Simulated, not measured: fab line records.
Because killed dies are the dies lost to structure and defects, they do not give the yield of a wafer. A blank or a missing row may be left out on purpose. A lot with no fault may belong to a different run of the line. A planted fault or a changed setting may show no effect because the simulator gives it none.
8D (eight disciplines) problem report, filled in by code	flow n5Finfet	the parts of the form that need people (team, actions taken, sign-off) are left out

1. WHAT IS WRONG
runLengthS at N5_HKMG_FIN_ETCH_35 reads a mean of 289.2 s on 2 wafers of 2 lots; wafers without a fault read 267.0 s with a standard deviation of 0.37. Relative to the usual mean, that is a shift of +60 standard deviations.
The step: etches SOC in N2/H2, target depth 215.8 nm, time 243.4 s.
Earliest sighting: wafer L826.4 on rieDiel-05 at day 5 11:14. The record holds 27 wafers of 9 lots with a number at this step. The rule behind "out" and "out of limits": a value lying over 4 standard deviations away from the usual mean. The rest of the wafers with a number are treated as sound.

2. WHAT IT IS, AND WHAT IT ISN'T
question	is	is not
which readings at this step	runLengthS	chamberPressureMTorr, drypumpMotorCurrentA, oesProductAu, rfVppV, showerheadPlenumPTorr, throttleValvePct
which lots	L826, L828	L821, L827, L829, L838, L840, L843, L844
which wafers of those lots	L826.4, L828.3	L826.1, L826.2, L828.2, L828.5
read on which tools	rieDiel-05	rieDiel-03
when	from day 5 11:14	up to then (5 sound wafers); but 20 sound wafers of L827, L828, L829, L838, L840, L843, L844 came after

3. SUSPECTS, AND WHAT RULES EACH OUT
Counting: if a tool at a process step up to the reading ran every lot that is out, it stays a suspect. Sound lots after the first of them don't rule it out here, since some wafers of a struck lot are sound.
- rieDiel-05 at N5_HKMG_FIN_ETCH_35 (etches SOC in N2/H2, target depth 215.8 nm, time 243.4 s): kept. It ran every lot that is out, first L826 (day 5 11:14). Its own runLengthS readings are out on those wafers.
- rieDiel-05, N5_HKMG_FIN_ETCH_35: wafers that are out in chamber 2, sound lot-mates in chambers 0, 1, 3.
After counting, what remains is rieDiel-05 at N5_HKMG_FIN_ETCH_35.

4. THE CAUSE (what the simulator had put in)
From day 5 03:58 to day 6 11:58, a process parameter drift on rieDiel-05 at N5_HKMG_FIN_ETCH_35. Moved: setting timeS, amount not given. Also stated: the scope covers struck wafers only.
Counting left only this tool.

5. THE EFFECT CHAIN, in route order
Each row: a reading where the mean over the struck wafers with a number is more than 3 standard deviations away from the usual. Only readings for which the record gives a usual standard deviation are gone through. hours: the time from each lot's start at the first step in this table that gives one to its start at this step, as a median over the lots. sigmas: the change in usual standard deviations.
hours	step	reading	usual	on struck wafers	change	sigmas
0	N5_HKMG_FIN_ETCH_35	runLengthS	267.0 s	289.2	+22.2	+60
Its process steps:
- N5_HKMG_FIN_ETCH_35: etches SOC in N2/H2, target depth 215.8 nm, time 243.4 s.
Later measuring or inspecting steps at which every struck wafer that the step has a row for has a number for every such reading, and none has moved that far: N5_BEOL_M4_RC_MEAS_101.

6. WHAT WOULD HAVE CAUGHT IT SOONER
The fault began at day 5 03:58; the first out-of-limits reading in this record came at day 5 11:14, 7 hours later.
